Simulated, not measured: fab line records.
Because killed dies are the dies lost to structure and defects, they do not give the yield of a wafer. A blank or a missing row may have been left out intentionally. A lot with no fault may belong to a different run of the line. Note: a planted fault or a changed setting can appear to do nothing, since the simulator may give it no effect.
The same fault as seen by 2 desks ; flow n5 finfet ; each desk holds nothing but its own numbers, with what lay behind them at the end

== DESK OF THE TOOL OWNER: rie diel-03 ==
The tool's own readings at N5_BEOL_M1_TRENCH_ETCH_37 (etches SiOC in C4F6/O2, target depth 55.207 nm, time 29 s): means of the sampled wafers that have a number, for each lot that ran on this tool. A lot is out of limits, marked OUT, if its mean lies more than 4 standard deviations from the usual mean; the brackets give that distance. Only the readings that lie furthest out on some lot appear, 7 of the 8 it has.
Columns: A = drypump motor current A at N5_BEOL_M1_TRENCH_ETCH_37, usual 5.6 A; B = oes_ar_750_au at N5_BEOL_M1_TRENCH_ETCH_37, usual 0.79 a.u.; C = oes product au at N5_BEOL_M1_TRENCH_ETCH_37, usual 0.80 a.u.; D = rf vpp V at N5_BEOL_M1_TRENCH_ETCH_37, usual 668 V; E = run length s at N5_BEOL_M1_TRENCH_ETCH_37, usual 52.6 s; F = showerhead plenum p Torr at N5_BEOL_M1_TRENCH_ETCH_37, usual 2.87 Torr; G = throttle valve pct at N5_BEOL_M1_TRENCH_ETCH_37, usual 20.93 %
lot;first seen here;A;B;C;D;E;F;G
L717;day 6 07:52;6.2;0.71;0.72;667;52.8;2.87;21.12
L718;day 6 19:12;5.8;0.72;0.73;669;52.3;2.83;21.16
L720;day 6 22:50;6.2;0.71;0.71;667;52.3;2.87;21.12
L726;day 8 13:19;5.8;0.81;0.82;668;51.9;2.82;21.06
L734;day 10 18:31;6.2;0.94;0.95;666;52.7;2.85;20.94
L739;day 12 05:05;6.2;0.84;0.84;656;52.8;2.82;21.16
L740;day 12 11:06;5.7;0.77;0.77;661;52.7;2.78;21.15
This desk found nothing out of limits on any of the 7 lots.

== METROLOGY DESK ==
Means of the sampled wafers that have a number, per lot and without regard to the tool the lot ran on: this is what the gauges read. A lot is out of limits, marked OUT, if its mean lies more than 4 standard deviations from the usual mean; the brackets give that distance. Only the readings that lie furthest out on some lot appear, 7 of the 11 it has.
Columns: A = trench depth nm at N5_BEOL_M1_OCD_MEAS_38, usual 55.3 nm; B = DIBL_P at N5_BEOL_M4_RC_MEAS_101, usual 36.7 mV/V; C = IOFF_N at N5_BEOL_M4_RC_MEAS_101, usual 0.17 nA/um; D = IOFF_P at N5_BEOL_M4_RC_MEAS_101, usual 0.22 nA/um; E = ION_N at N5_BEOL_M4_RC_MEAS_101, usual 676 uA/um; F = ION_P at N5_BEOL_M4_RC_MEAS_101, usual 462 uA/um; G = VT_P at N5_BEOL_M4_RC_MEAS_101, usual -250 mV
lot;first seen here;A;B;C;D;E;F;G
L717;day 6 08:01;55.3;33.1;0.12;0.18;674;464;-251
L718;day 6 19:22;56.0;39.1;0.20;0.29;685;473;-245
L719;day 6 19:23;54.9;36.5;0.14;0.18;675;457;-257
L720;day 6 23:00;54.1;37.8;0.17;0.25;682;471;-248
L726;day 8 13:28;53.9;37.0;0.16;0.21;671;462;-250
L734;day 10 18:40;56.4;36.9;0.19;0.28;689;481;-242
L739;day 12 05:14;55.5;36.4;0.15;0.21;665;457;-251
L740;day 12 11:16;54.3;37.1;0.18;0.24;680;467;-247
This desk found nothing out of limits on any of the 8 lots.

== PUT TOGETHER ==
The desk of the tool owner found nothing out of limits.
Metrology desk: nothing out of limits seen.

== WHAT WAS PUT IN BY THE SIMULATOR ==
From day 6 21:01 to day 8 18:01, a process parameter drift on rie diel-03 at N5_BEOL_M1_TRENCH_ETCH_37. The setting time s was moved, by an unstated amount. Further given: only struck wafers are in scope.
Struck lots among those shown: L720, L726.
